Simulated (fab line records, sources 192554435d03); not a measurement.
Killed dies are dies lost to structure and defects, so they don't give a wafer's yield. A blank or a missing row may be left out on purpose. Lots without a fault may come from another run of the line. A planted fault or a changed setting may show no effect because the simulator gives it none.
fab line records    flow n5Finfet    part 2 of 2: steps 15 to 24 of 24
record: lots: 5  wafers: 15  lastDay: 17
route steps=1938 shown BEOL_M2@880
lots untouched by any fault: they come from a run of this same line in which no faults occurred
startH: hours from the record's first day to the start of the lot's first wafer shown    waitH: hours from the lot's prior step to this one    " same as the row above    L1.1+2: a row that stands for several wafers    - no value, or no start given    * or withheld: withheld    < > ~ a bound
route shown NAME@n: names a module that has steps shown in the file, with the first one's number in the route    usual: the fault-free wafers' mean and standard deviation    same: alike in all rows    chamber/n: place in a boat    sites: readings site by site    _std_site: their standard deviation    _edge_site: inner sites' mean taken away from outer sites' mean    radiusMm: for every site, how far away it sits from the centre of the wafer    mask NAME#n: copy n    behind: the last tool/chamber to shape the wafer    hold: why the lot went on hold/how many hours it stayed there/how the hold came to an end    device: which transistor (n, p or np) failed to switch    end of line: at the end of the route, the tests of the same wafers    a step given without rows: its recipe and nothing more    killed: dies that structure and defects cost at the first sort, which is not the same as the wafer's yield    map: the dies of a wafer, with x for killed, . for not killed, _ for no die there
set.NAME: the setting that was run; set.NAME@STEP: the one run at that earlier step    model.NAME: the simulator's own value behind a step, which no gauge read
certain route steps with their lots: each step a table, each wafer a row
services: when a tool's chamber went out of use (startH, in hours from the record's first day, below 0 if earlier), for how many hours, and the reason
== steps ==
step: N5_BEOL_M2_HM_STRIP_39
recipe: chemistry: peroxideTinStrip  material: TiN  targetDepthA: 250  tempC: 50  timeS: 158
usual: tempC: 50.00/0.11
lot.wafer  tool         chamber  startH  waitH  tempC
L075.2     wetBench-04  2        142.95  0.0    50.06
L075.5     "            5        "       "      50.07
L075.6     "            1        "       "      49.96
L086.2     wetBench-04  3        229.60  0.0    50.00
L086.5     "            7        "       "      49.91
L086.6     "            5        "       "      49.86
L089.2     wetBench-04  2        230.52  0.0    50.02
L089.5     "            3        "       "      50.12
L089.6     "            0        "       "      50.09
L092.1     wetBench-01  4        243.97  0.0    50.26
L092.2     "            1        "       "      50.00
L092.3     "            2        "       "      49.93
L097.1     wetBench-04  3        285.81  0.0    49.93
L097.2     "            2        "       "      50.09
L097.5     "            1        "       "      49.99
step: N5_BEOL_M2_SRD_40
recipe: timeS: 30  tempC: 23  rinseLiquid: diw  dry: ipaMarangoni
usual: tempC: 23.01/0.098
lot.wafer  tool         chamber  startH  waitH  tempC
L075.2     wetBench-04  2        143.00  0.0    23.08
L075.5     "            5        "       "      23.07
L075.6     "            1        "       "      23.11
L086.2     wetBench-04  3        229.64  0.0    23.03
L086.5     "            7        "       "      23.25
L086.6     "            5        "       "      22.97
L089.2     wetBench-04  2        230.57  0.0    23.02
L089.5     "            3        "       "      23.07
L089.6     "            0        "       "      23.17
L092.1     wetBench-01  4        244.02  0.0    22.92
L092.2     "            1        "       "      23.01
L092.3     "            2        "       "      23.08
L097.1     wetBench-04  3        285.86  0.0    23.11
L097.2     "            2        "       "      23.00
L097.5     "            1        "       "      22.97
step: N5_BEOL_M2_PRECLEAN_42
recipe: chemistry: residueRemover  timeS: 60  tempC: 40
usual: tempC: 40.01/0.11
lot.wafer  tool         chamber  startH  waitH  tempC
L075.2     wetBench-04  2        143.01  0.0    39.91
L075.5     "            5        "       "      39.97
L075.6     "            1        "       "      39.89
L086.2     wetBench-04  3        229.66  0.0    39.91
L086.5     "            7        "       "      40.01
L086.6     "            5        "       "      40.03
L089.2     wetBench-04  2        230.58  0.0    40.18
L089.5     "            3        "       "      40.12
L089.6     "            0        "       "      39.87
L092.1     wetBench-01  4        244.04  0.0    40.07
L092.2     "            1        "       "      40.13
L092.3     "            2        "       "      40.00
L097.1     wetBench-04  3        285.88  0.0    39.83
L097.2     "            2        "       "      40.01
L097.5     "            1        "       "      40.04
step: N5_BEOL_M2_SRD_43
recipe: timeS: 30  tempC: 23  rinseLiquid: diw  dry: ipaMarangoni
usual: tempC: 23.00/0.11
lot.wafer  tool         chamber  startH  waitH  tempC
L075.2     wetBench-04  2        143.03  0.0    22.83
L075.5     "            5        "       "      22.98
L075.6     "            1        "       "      23.00
L086.2     wetBench-04  3        229.68  0.0    22.99
L086.5     "            7        "       "      23.16
L086.6     "            5        "       "      23.06
L089.2     wetBench-04  2        230.60  0.0    23.11
L089.5     "            3        "       "      22.93
L089.6     "            0        "       "      23.16
L092.1     wetBench-01  4        244.05  0.0    23.16
L092.2     "            1        "       "      22.95
L092.3     "            2        "       "      22.83
L097.1     wetBench-04  3        285.90  0.0    22.95
L097.2     "            2        "       "      22.89
L097.5     "            1        "       "      23.07
step: N5_BEOL_M2_CD_MEAS_35
recipe: targetCdNm: 18  targetCdYNm: 22.2  polarity: opening
usual: cdNm: 18.1/0.36
lot.wafer  tool      chamber  startH  waitH  cdNm
L075.2     cdSem-02  -        143.07  0.0    18.3
L075.5     "         -        "       "      17.7
L075.6     "         -        "       "      18.3
L086.2     cdSem-01  -        229.72  0.0    18.4
L086.5     "         -        "       "      18.4
L086.6     "         -        "       "      18.0
L089.2     cdSem-01  -        230.64  0.0    18.0
L089.5     "         -        "       "      18.0
L089.6     "         -        "       "      18.6
L092.1     cdSem-01  -        244.09  0.0    18.3
L092.2     "         -        "       "      18.0
L092.3     "         -        "       "      17.8
L097.1     cdSem-03  -        285.94  0.0    17.9
L097.2     "         -        "       "      17.8
L097.5     "         -        "       "      18.3
step: N5_BEOL_M2_DEGAS_44
recipe: ambient: vacuum  tempC: 250  timeS: 60
usual: heaterPowerW: 352/24
lot.wafer  tool           chamber  startH  waitH  heaterPowerW
L075.2     pvdSputter-03  -        143.35  0.3    344
L075.5     "              -        "       "      399
L075.6     "              -        "       "      324
L086.2     pvdSputter-02  -        230.57  0.9    365
L086.5     "              -        "       "      347
L086.6     "              -        "       "      337
L089.2     pvdSputter-01  -        230.96  0.3    332
L089.5     "              -        "       "      374
L089.6     "              -        "       "      332
L092.1     pvdSputter-03  -        244.57  0.5    327
L092.2     "              -        "       "      398
L092.3     "              -        "       "      336
L097.1     pvdSputter-03  -        287.17  1.2    328
L097.2     "              -        "       "      329
L097.5     "              -        "       "      393
step: N5_BEOL_M2_PRE_CLEAN_45
recipe: gas: H2/He  timeS: 30  tempC: 250
usual: heaterPowerW: 351/24
lot.wafer  tool           chamber  startH  waitH  heaterPowerW
L075.2     pvdSputter-03  -        143.39  0.0    331
L075.5     "              -        "       "      399
L075.6     "              -        "       "      333
L086.2     pvdSputter-02  -        230.61  0.0    371
L086.5     "              -        "       "      349
L086.6     "              -        "       "      345
L089.2     pvdSputter-01  -        231.00  0.0    319
L089.5     "              -        "       "      362
L089.6     "              -        "       "      323
L092.1     pvdSputter-03  -        244.61  0.0    330
L092.2     "              -        "       "      402
L092.3     "              -        "       "      338
L097.1     pvdSputter-03  -        287.21  0.0    325
L097.2     "              -        "       "      331
L097.5     "              -        "       "      404
step: N5_BEOL_M2_ALD_84
recipe: material: TaN  targetThkA: *  tempC: 275  aldPrecursorFamily: PDMAT  aldCoReactant: NH3  pressureTorr: 3  carrierFlowSccm: 1500  pulseTimeS: 2  purgeTimeS: 3  coReactantPurgeTimeS: 2  coReactantPulseTimeS: 3  aldCycles: 30  precursorVesselTempC: 75  precursorVesselPressureTorr: 26.25  precursorVesselCarrierSccm: 1000
usual: heaterPowerW: 421/37  precursorVesselPressureTorr: 26.26/0.045
same: coReactantPurgeTimeS: 2
lot.wafer  tool         chamber  startH  waitH  heaterPowerW  precursorVesselPressureTorr
L075.2     aldMetal-04  3        143.47  0.1    442           26.16
L075.5     "            0        "       "      385           26.27
L075.6     "            3        "       "      429           26.20
L086.2     aldMetal-04  3        230.68  0.0    428           26.26
L086.5     "            3        "       "      421           26.29
L086.6     "            0        "       "      392           26.18
L089.2     aldMetal-01  2        231.06  0.0    421           26.21
L089.5     "            3        "       "      458           26.31
L089.6     "            0        "       "      421           26.22
L092.1     aldMetal-04  0        244.67  0.0    394           26.25
L092.2     "            2        "       "      408           26.17
L092.3     "            3        "       "      427           26.24
L097.1     aldMetal-02  0        287.27  0.0    383           26.26
L097.2     "            3        "       "      468           26.29
L097.5     "            1        "       "      430           26.32
step: N5_BEOL_M2_SURFACE_TREAT_85
recipe: gas: Ar  timeS: *  ionEnergyEv: *  ionCurrentMaCm2: 0.5  pressureMtorr: *  arFlowSccm: 30
usual: throttleValvePct: *
lot.wafer  tool           chamber  startH  waitH  throttleValvePct
L075.2     pvdSputter-02  -        143.73  0.2    *
L075.5     "              -        "       "      *
L075.6     "              -        "       "      *
L086.2     pvdSputter-01  -        230.92  0.1    *
L086.5     "              -        "       "      *
L086.6     "              -        "       "      *
L089.2     pvdSputter-01  -        231.52  0.4    *
L089.5     "              -        "       "      *
L089.6     "              -        "       "      *
L092.1     pvdSputter-01  -        244.92  0.1    *
L092.2     "              -        "       "      *
L092.3     "              -        "       "      *
L097.1     pvdSputter-03  -        287.59  0.2    *
L097.2     "              -        "       "      *
L097.5     "              -        "       "      *
step: N5_BEOL_M2_CVD_47
recipe: material: Co  targetThkA: 30  tempC: withheld  precursor: CCTBA/H2  pressureTorr: 30  timeS: 223.8
lot.wafer   tool      chamber  startH  waitH
L075.2+5+6  cvdCo-02  2,2,1    143.79  0.0
L086.2+5+6  cvdCo-02  1,1,2    231.00  0.1
L089.2+5+6  cvdCo-02  1,2,1    231.61  0.1
L092.1+2+3  cvdCo-02  2,1,0    245.21  0.3
L097.1+2+5  cvdCo-01  2,1,0    287.65  0.0
== services ==
tool           chamber  startH  hours  kind
pvdSputter-01  -        129.15  1.9    repair
rieDiel-05     -        130.49  0.3    repair
cvdCo-02       -        137.59  2.8    pm
aldMetal-04    -        140.81  0.4    repair
aldMetal-01    -        144.94  6.0    pm
aldSin-02      1        145.62  15.5   repair
aldMetal-02    0        148.49  1.9    repair
aldSin-03      -        154.15  14.6   pm
aldMetal-04    -        157.67  0.7    repair
rieDiel-04     0        167.03  32.6   repair
aldMetal-04    2        172.02  31.1   repair
wetBench-01    -        189.71  35.6   repair
rieDiel-04     3        191.39  5.6    repair
cvdCo-02       2        195.82  16.5   repair
aldSin-03      0        199.02  5.4    repair
rieDiel-05     -        219.24  0.6    repair
rieDiel-06     -        226.50  4.3    pm
pvdSputter-02  -        238.19  1.5    repair
rieDiel-06     2        244.62  10.0   repair
rieDiel-05     1        249.20  16.5   repair
cvdCo-02       -        268.73  0.5    repair
aldSin-03      -        269.81  14.0   pm
rieDiel-04     3        277.18  5.2    repair
pvdSputter-02  -        285.64  5.0    repair
